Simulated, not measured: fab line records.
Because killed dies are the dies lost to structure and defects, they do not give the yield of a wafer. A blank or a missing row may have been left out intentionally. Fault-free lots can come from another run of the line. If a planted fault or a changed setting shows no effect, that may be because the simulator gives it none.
Which tool was responsible? -- flow nandHarc -- 24 lots (72 wafers sampled), 1 step of a 1159-step route

## WHAT EACH GAUGE READ, for each wafer
NHARC_A_M0_CD_MEAS_09: target cd 80 nm. Usual: cdNm reads 79.5 nm (standard deviation 0.62).
lot,measured,on,cdNm (nm),flag
L074,day 18 03:04,cdSem-01,79.6 79.5 78.5,
L076,day 18 03:50,cdSem-02,80.0 79.7 80.3,
L075,day 18 03:59,cdSem-02,80.9 79.8 80.6,
L077,day 18 15:41,cdSem-01,79.6 80.0 80.0,
L079,day 18 16:27,cdSem-01,78.8 79.4 79.7,
L078,day 19 02:26,cdSem-02,80.0 79.6 79.2,
L082,day 19 09:45,cdSem-02,78.0 79.6 80.1,
L081,day 19 11:59,cdSem-02,79.7 79.2 78.6,
L080,day 19 14:58,cdSem-02,79.0 79.6 79.5,
L083,day 20 00:48,cdSem-01,80.2 79.7 79.8,
L084,day 20 05:43,cdSem-01,79.6 79.6 79.1,
L088,day 20 08:31,cdSem-02,80.1 80.4 79.8,
L087,day 20 09:20,cdSem-02,79.8 80.5 80.5,
L086,day 20 13:05,cdSem-01,79.6 79.3 78.9,
L085,day 20 22:21,cdSem-01,80.0 79.3 79.4,
L089,day 21 12:50,cdSem-02,78.2 78.6 78.4,
L091,day 21 17:57,cdSem-01,79.9 79.2 78.9,
L090,day 21 19:06,cdSem-01,78.6 79.1 79.8,
L092,day 21 19:22,cdSem-01,79.6 79.1 80.2,
L093,day 22 03:33,cdSem-01,79.6 78.7 79.8,
L094,day 22 04:37,cdSem-01,79.6 80.2 80.3,
L095,day 22 12:38,cdSem-02,79.3 80.1 80.4,
L096,day 22 12:47,cdSem-03,80.3 79.5 80.8,
L097,day 23 23:09,cdSem-02,79.0 79.4 78.8,

## TOOL THAT RAN EACH LOT (tool first, then ch and the chambers of the sampled wafers, then the start)
There is no process step in the record ahead of these readings.

## WHAT THE TOOLS THEMSELVES READ (means of the sampled wafers that have a number; where no wafer has one, the mark that the record gives instead)
The record holds no such reading with a usual standard deviation.

## THE ANSWER, worked out from the rows above alone
Rule: a lot counts as off when the mean over its wafers that have a number is more than 3 standard deviations away from the usual mean. Also off: a lot with no number at a reading for which 4 or more lots have one. The other lots that the step has rows for count as sound. Order of review: gauges by route order, followed by the tools' own readings, for which a lot's mean as printed above is used. The first step at which some lot is off is used, and at that step the reading that is off furthest; a lot without a number counts as furthest.
Across all readings shown, no lot is off: no conclusion can be drawn from this.

## WHAT THE SIMULATOR PUT IN
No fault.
